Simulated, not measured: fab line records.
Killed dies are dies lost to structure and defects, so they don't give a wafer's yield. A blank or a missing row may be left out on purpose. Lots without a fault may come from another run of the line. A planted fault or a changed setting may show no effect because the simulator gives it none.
2 desks, one fault / flow n5 finfet / numbers are kept per desk, each desk with only its own; the story behind them comes last

## THE TOOL OWNER'S DESK: ald sin-03
The tool's own readings at N5_SDB_ALD_29 (deposits SiNx, target thk 30 nm, pulse time 1 s, ald cycles 600): means of the sampled wafers that have a number, for each lot that ran on this tool. Marked OUT: a lot whose mean sits more than 4 standard deviations from the usual mean, which makes it out of limits; the brackets give that distance.
Columns: A = heater power w at N5_SDB_ALD_29, usual 845 W; B = precursor pulse height rel at N5_SDB_ALD_29, usual 0.998
lot=L323; first seen here=day 4 17:33; A=789; B=0.980
lot=L324; first seen here=day 5 00:25; A=777; B=0.982
lot=L326; first seen here=day 5 13:10; A=792; B=1.017
lot=L327; first seen here=day 5 21:28; A=790; B=1.009
lot=L331; first seen here=day 6 19:10; A=792; B=1.001
lot=L332; first seen here=day 7 01:11; A=770; B=1.009
lot=L342; first seen here=day 9 13:42; A=788; B=0.999
Result from this desk: across the 7 lots, nothing is out of limits.

## FROM THE METROLOGY DESK
Lot by lot, what the gauges showed, no matter which tool ran the lot: averages of those sampled wafers that carry a number. Marked OUT: a lot whose mean sits more than 4 standard deviations from the usual mean, which makes it out of limits; the brackets give that distance.
Columns: A = TV_OVL at N5_PASSIVATION_OVL_MEAS_60, usual -1 nm; B = cd nm at N5_PASSIVATION_CD_MEAS_44, usual 39998 nm; C = PASS_OPEN_OVL at N5_PASSIVATION_OVL_MEAS_66, usual 1 nm
lot=L320; first seen here=day 12 21:48; A=-2; B=39996; C=2
lot=L324; first seen here=day 13 11:31; A=3; B=40000; C=6
lot=L322; first seen here=day 14 00:11; A=-3; B=39998; C=-1
lot=L323; first seen here=day 14 13:43; A=-3; B=39995; C=3
lot=L326; first seen here=day 14 13:53; A=0; B=40000; C=1
lot=L325; first seen here=day 14 17:59; A=-10; B=39999; C=-3
lot=L327; first seen here=day 14 21:57; A=5; B=39994; C=3
lot=L329; first seen here=day 15 02:05; A=4; B=39999; C=-4
lot=L331; first seen here=day 15 17:37; A=1; B=39998; C=0
lot=L332; first seen here=day 16 08:40; A=-3; B=40002; C=6
lot=L336; first seen here=day 17 05:02; A=2; B=39998; C=6
lot=L341; first seen here=day 18 15:13; A=-8; B=40000; C=-6
lot=L342; first seen here=day 20 07:28; A=-3; B=39995; C=7
Result from this desk: across the 13 lots, nothing is out of limits.

## BROUGHT TOGETHER
Nothing out of limits was seen by the tool owner's desk.
Nothing out of limits was seen by the metrology desk.

## WHAT HAD BEEN PUT IN BY THE SIMULATOR
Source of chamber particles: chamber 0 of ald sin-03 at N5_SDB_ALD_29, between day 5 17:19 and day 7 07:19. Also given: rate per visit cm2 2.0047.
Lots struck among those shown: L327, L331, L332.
